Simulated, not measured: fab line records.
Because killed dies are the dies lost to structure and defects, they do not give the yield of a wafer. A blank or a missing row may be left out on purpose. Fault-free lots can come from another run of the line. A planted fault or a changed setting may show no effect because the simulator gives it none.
Chamber matching | flow nand-harc | NHARC_A_WL_FILL_STRIP_29 on rie-diel-10 has 4 sister chambers
The step strips in O2, time 20 s. 16 wafers are shown with their chamber, then 8 later ones without.

## WAFERS, EACH WITH ITS CHAMBER
wafer  | chamber | drypump-motor-current-A (A) | throttle-valve-pct (%) | oes-product-au (a.u.)
L080.1 | 1       | 5.0                         | 17.033                 | 1.005
L080.4 | 0       | 6.2                         | 17.037                 | 0.989
L080.5 | 1       | 5.0                         | 17.018                 | 1.017
L082.4 | 2       | 5.6                         | 17.050                 | 1.023
L082.5 | 1       | 5.0                         | 17.039                 | 1.009
L082.6 | 0       | 6.2                         | 17.038                 | 1.002
L084.3 | 2       | 5.7                         | 17.051                 | 1.015
L084.4 | 1       | 5.0                         | 17.034                 | 1.001
L084.6 | 1       | 5.0                         | 17.042                 | 0.998
L085.1 | 2       | 5.6                         | 17.046                 | 1.012
L085.5 | 2       | 5.6                         | 17.032                 | 1.019
L085.6 | 1       | 5.0                         | 17.030                 | 1.000
L087.2 | 3       | 6.1                         | 17.057                 | 1.008
L087.3 | 2       | 5.7                         | 17.041                 | 0.997
L087.5 | 2       | 5.7                         | 17.060                 | 1.007
L088.1 | 2       | 5.6                         | 17.036                 | 1.009

SIGNATURES, as means of the wafers listed above
reading                 | chamber 0 | chamber 1 | chamber 2 | chamber 3 | scatter within a chamber
drypump-motor-current-A | 6.200     | 5.000     | 5.643     | 6.100     | 0.0378
throttle-valve-pct      | 17.03750  | 17.03267  | 17.04514  | 17.05700  | 0.00868
oes-product-au          | 0.99550   | 1.00500   | 1.01171   | 1.00800   | 0.00802
Rule: a wafer lies at a distance from a chamber equal to the root of the sum of squares, over the readings, of (its reading less the chamber's mean, divided by the reading's scatter). The wafer belongs to the nearest chamber; if the next one is less than 2 further off, it can't be placed. The scatter: take each reading less its chamber's mean, square it, sum over the shown wafers, divide by the number of wafers less the number of chambers, and take the root.

## WAFERS WHOSE CHAMBER IS MISSING
wafer  | drypump-motor-current-A (A) | throttle-valve-pct (%) | oes-product-au (a.u.)
L088.3 | 6.2                         | 17.043                 | 1.011
L088.4 | 6.1                         | 17.023                 | 1.025
L091.1 | 5.0                         | 17.017                 | 1.012
L091.3 | 6.1                         | 17.046                 | 1.014
L091.4 | 5.6                         | 17.039                 | 1.003
L096.1 | 4.9                         | 17.043                 | 1.008
L096.3 | 6.2                         | 17.034                 | 1.006
L096.6 | 6.2                         | 17.045                 | 1.001

## THE CHAMBER EACH PASSED THROUGH
wafer  | from the rows above     | in truth
L088.3 | can't be placed: 0 or 3 | 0
L088.4 | can't be placed: 3 or 0 | 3
L091.1 | 1                       | 1
L091.3 | 3                       | 3
L091.4 | 2                       | 2
L096.1 | 1                       | 1
L096.3 | 0                       | 0
L096.6 | 0                       | 0
Correctly placed: 6 of 8. From these rows, 2 cannot be placed; in 2 the true chamber is one of the candidates. Number placed wrongly: 0.
